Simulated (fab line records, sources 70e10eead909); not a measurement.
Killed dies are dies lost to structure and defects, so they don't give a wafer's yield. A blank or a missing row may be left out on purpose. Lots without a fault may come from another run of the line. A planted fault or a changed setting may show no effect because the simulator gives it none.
Which tool did it? | flow nand_harc | 12 lots, 36 wafers sampled, at 6 steps of a route of 1159

WHAT THE GAUGES READ, wafer by wafer
NHARC_P_M0_CD_MEAS_09: target cd 90 nm. Usual: cd_nm 90.0 nm, standard deviation 0.62.
lot  | measured     | on        | cd_nm (nm)        | flag
L907 | day 5 22:55  | cd_sem-02 | 90.9 90.9 90.5    |
L908 | day 6 11:30  | cd_sem-02 | 88.9 88.6 88.6    |
L911 | day 6 19:28  | cd_sem-02 | 90.9 90.3 90.3    |
L913 | day 7 01:13  | cd_sem-01 | 89.2 89.0 89.5    |
L912 | day 7 02:05  | cd_sem-03 | 89.7 89.9 89.8    |
L914 | day 7 12:22  | cd_sem-02 | 89.8 90.5 90.7    |
L920 | day 9 00:24  | cd_sem-01 | 103.3 104.1 103.0 | OFF
L919 | day 9 01:46  | cd_sem-03 | 90.1 90.1 90.4    |
L922 | day 9 17:31  | cd_sem-03 | 103.2 103.8 103.0 | OFF
L923 | day 10 00:56 | cd_sem-03 | 90.4 90.3 91.2    |
L928 | day 11 00:49 | cd_sem-03 | 90.6 90.5 90.4    |
L929 | day 11 01:25 | cd_sem-01 | 89.6 90.2 89.9    |

NHARC_P_M0_INSPECT_11. Usual: raw_defect_count 4.2, standard deviation 2.6.
lot  | measured     | on                | raw_defect_count | flag
L907 | day 5 23:03  | defect_inspect-02 | 4 2 2            |
L908 | day 6 11:38  | defect_inspect-01 | 3 4 1            |
L911 | day 6 19:35  | defect_inspect-02 | 5 6 3            |
L913 | day 7 01:20  | defect_inspect-02 | 4 4 5            |
L912 | day 7 02:13  | defect_inspect-01 | 3 6 2            |
L914 | day 7 12:29  | defect_inspect-01 | 4 2 4            |
L920 | day 9 00:32  | defect_inspect-01 | 9 2 10           |
L919 | day 9 01:53  | defect_inspect-01 | 7 7 7            |
L922 | day 9 17:38  | defect_inspect-02 | 6 4 1            |
L923 | day 10 01:04 | defect_inspect-02 | 5 10 5           |
L928 | day 11 00:56 | defect_inspect-02 | 4 1 2            |
L929 | day 11 01:33 | defect_inspect-02 | 1 4 2            |

NHARC_END_SORT_01. Usual: defect_limited_yield 95.8 %, standard deviation 1.2; killed_at_array 24, standard deviation 7.4; killed_at_other 0.5, standard deviation 0.81; killed_at_periphery 3.4, standard deviation 2.3; killed_dies 28, standard deviation 8; killed_open 3.4, standard deviation 1.8; killed_short 2.0, standard deviation 1.4; sort_bin_2_pct 1.3 %, standard deviation 0.54; sort_bin_3_pct 0.23 %, standard deviation 0.2; sort_bin_4_pct 2.7 %, standard deviation 0.77; sort_n_pass 649, standard deviation 8; sort_rim_yield_pct 94.2 %, standard deviation 2.7; sort_yield_pct 95.8 %, standard deviation 1.2.
lot  | measured     | on        | defect_limited_yield (%) | killed_at_array | killed_at_other | killed_at_periphery | killed_dies | killed_open | killed_short | sort_bin_2_pct (%) | sort_bin_3_pct (%) | sort_bin_4_pct (%) | sort_n_pass | sort_rim_yield_pct (%) | sort_yield_pct (%) | flag
L920 | day 22 13:58 | prober-01 | 95.4 96.3 95.7           | 24 23 27        | 0 0 0           | 7 2 2               | 31 25 29    | 5 6 5       | 2 2 1        | 0.7 0.7 0.9        | 0.30 0.30 0.30     | 3.5 2.7 3.1        | 646 652 648 | 96.2 92.5 94.3         | 95.4 96.3 95.7     |
L922 | day 23 18:50 | prober-01 | 97.2 94.8 94.7           | 16 34 33        | 0 0 0           | 3 1 3               | 19 35 36    | 2 2 5       | 2 2 3        | 0.7 2.5 1.5        | 0.30 0.15 0        | 1.8 2.5 3.8        | 658 642 641 | 94.3 94.3 93.4         | 97.2 94.8 94.7     |
L923 | day 23 10:20 | prober-02 | 95.4                     | 26              | 0               | 5                   | 31          | 5           | 1            | 1.3                | 0.15               | 3.1                | 646         | 95.3                   | 95.4               |

WHICH TOOL RAN EACH LOT (tool, then ch and the chambers of the sampled wafers, then the start)
lot  | NHARC_P_CONTACT_ALD_22              | NHARC_P_M0_PEB_07                 | NHARC_P_M0_DEGAS_28
L907 | ald_metal-04 ch 0,1, day 5 15:00    | litho_track-04 ch 0, day 5 22:50  | pvd_sputter-03, day 6 00:02
L908 | ald_metal-03 ch 1,2, day 6 07:34    | litho_track-06 ch 0, day 6 11:25  | pvd_sputter-01, day 6 12:38
L911 | ald_metal-01 ch 1,2,3, day 6 16:07  | litho_track-04 ch 0, day 6 19:22  | pvd_sputter-01, day 6 20:37
L913 | ald_metal-03 ch 1,2, day 6 23:03    | litho_track-01 ch 0, day 7 01:08  | pvd_sputter-02, day 7 02:21
L912 | ald_metal-01 ch 1,3, day 6 23:57    | litho_track-01 ch 0, day 7 02:00  | pvd_sputter-02, day 7 03:12
L914 | ald_metal-04 ch 0,2, day 7 10:11    | litho_track-01 ch 0, day 7 12:17  | pvd_sputter-01, day 7 13:31
L920 | ald_metal-04 ch 0,3, day 8 22:16    | litho_track-04 ch 0, day 9 00:19  | pvd_sputter-03, day 9 01:31
L919 | ald_metal-04 ch 0,1,3, day 8 23:37  | litho_track-06 ch 0, day 9 01:40  | pvd_sputter-01, day 9 02:53
L922 | ald_metal-01 ch 0,1,3, day 9 07:43  | litho_track-04 ch 0, day 9 17:26  | pvd_sputter-03, day 9 18:37
L923 | ald_metal-03 ch 0,1, day 9 18:32    | litho_track-06 ch 0, day 10 00:52 | pvd_sputter-03, day 10 02:03
L928 | ald_metal-04 ch 0,1, day 10 22:30   | litho_track-06 ch 0, day 11 00:44 | pvd_sputter-02, day 11 01:55
L929 | ald_metal-01 ch 0,1,2, day 10 23:09 | litho_track-01 ch 0, day 11 01:20 | pvd_sputter-01, day 11 02:32
- NHARC_P_CONTACT_ALD_22: deposits TiN, target thk 3 nm, pulse time 1 s, ald cycles 150.
- NHARC_P_M0_PEB_07: peb time 65 s.
- NHARC_P_M0_DEGAS_28: time 60 s.

WHAT THE TOOLS THEMSELVES READ (means of the sampled wafers that have a number; where no wafer has one, the mark that the record gives instead)
NHARC_P_CONTACT_ALD_22. Usual: heater_power_w 1038 W, standard deviation 130; precursor_pulse_height_rel 1.000, standard deviation 0.02.
lot  | tool         | heater_power_w (W) | precursor_pulse_height_rel | flag
L907 | ald_metal-04 | 1099               | 1.004                      |
L908 | ald_metal-03 | 1203               | 0.971                      |
L911 | ald_metal-01 | 1035               | 0.996                      |
L913 | ald_metal-03 | 1223               | 1.006                      |
L912 | ald_metal-01 | 1076               | 0.987                      |
L914 | ald_metal-04 | 985                | 0.997                      |
L920 | ald_metal-04 | 1039               | 1.011                      |
L919 | ald_metal-04 | 1070               | 1.003                      |
L922 | ald_metal-01 | 1006               | 1.027                      |
L923 | ald_metal-03 | 1100               | 0.996                      |
L928 | ald_metal-04 | 1074               | 0.995                      |
L929 | ald_metal-01 | 968                | 1.002                      |

NHARC_P_M0_PEB_07. Usual: heater_power_total_W 156.6 W, standard deviation 0.43; plate_temp_C 99.99 C, standard deviation 0.12.
lot  | tool           | heater_power_total_W (W) | plate_temp_C (C) | flag
L907 | litho_track-04 | 156.6                    | 100.09           |
L908 | litho_track-06 | 156.2                    | 100.08           |
L911 | litho_track-04 | 156.9                    | 100.18           |
L913 | litho_track-01 | 157.0                    | 99.79            |
L912 | litho_track-01 | 156.3                    | 99.92            |
L914 | litho_track-01 | 157.0                    | 100.02           |
L920 | litho_track-04 | 165.6                    | 104.19           | OFF
L919 | litho_track-06 | 156.4                    | 100.01           |
L922 | litho_track-04 | 165.4                    | 104.06           | OFF
L923 | litho_track-06 | 156.2                    | 100.03           |
L928 | litho_track-06 | 156.7                    | 100.12           |
L929 | litho_track-01 | 156.5                    | 100.15           |

NHARC_P_M0_DEGAS_28. Usual: heater_power_w 338 W, standard deviation 36.
lot  | tool           | heater_power_w (W) | flag
L907 | pvd_sputter-03 | 325                |
L908 | pvd_sputter-01 | 355                |
L911 | pvd_sputter-01 | 333                |
L913 | pvd_sputter-02 | 319                |
L912 | pvd_sputter-02 | 321                |
L914 | pvd_sputter-01 | 310                |
L920 | pvd_sputter-03 | 344                |
L919 | pvd_sputter-01 | 342                |
L922 | pvd_sputter-03 | 347                |
L923 | pvd_sputter-03 | 332                |
L928 | pvd_sputter-02 | 313                |
L929 | pvd_sputter-01 | 309                |

THE ANSWER, worked out from the rows above alone
Rule: a lot is off if the mean of its wafers that have a number lies more than 3 standard deviations from the usual mean. A lot without any number at a reading at which 4 lots or more have one is off too. The other lots that the step has rows for count as sound. The gauges are gone through in route order, then the tools' own readings, and for those a lot's mean is taken as printed above. The first step at which some lot is off is used, and at that step the reading that is off furthest; a lot without a number counts as furthest.
Off: L920, L922, at NHARC_P_M0_CD_MEAS_09 (cd_nm).
A tool fits if, at a process step before that reading, it ran every lot that is off, and no sound lot after the first of them. The gauges at NHARC_P_M0_CD_MEAS_09 aren't tried: what is off there is off at NHARC_P_M0_PEB_07 too, on other tools, and a gauge's error can't cause that. One fits: litho_track-04 at NHARC_P_M0_PEB_07. Its last sound lot is L911 (day 6 19:22), its first lot that is off L920 (day 9 00:19): a fault that began between those two fits.
The tool's own readings at NHARC_P_M0_PEB_07 bear it out: on the lots that are off they differ by more than 5 times the standard deviation of the sound lots' means. heater_power_total_W reads 165.5 W there against 156.6 W on the sound lots; plate_temp_C reads 104.12 C there against 100.04 C on the sound lots.

WHAT THE SIMULATOR HAD PUT IN
Process parameter drift: litho_track-04, from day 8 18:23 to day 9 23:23, at NHARC_P_M0_PEB_07. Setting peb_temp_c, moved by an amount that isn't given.
Lots struck among those shown: L920, L922. The rule above found the same.
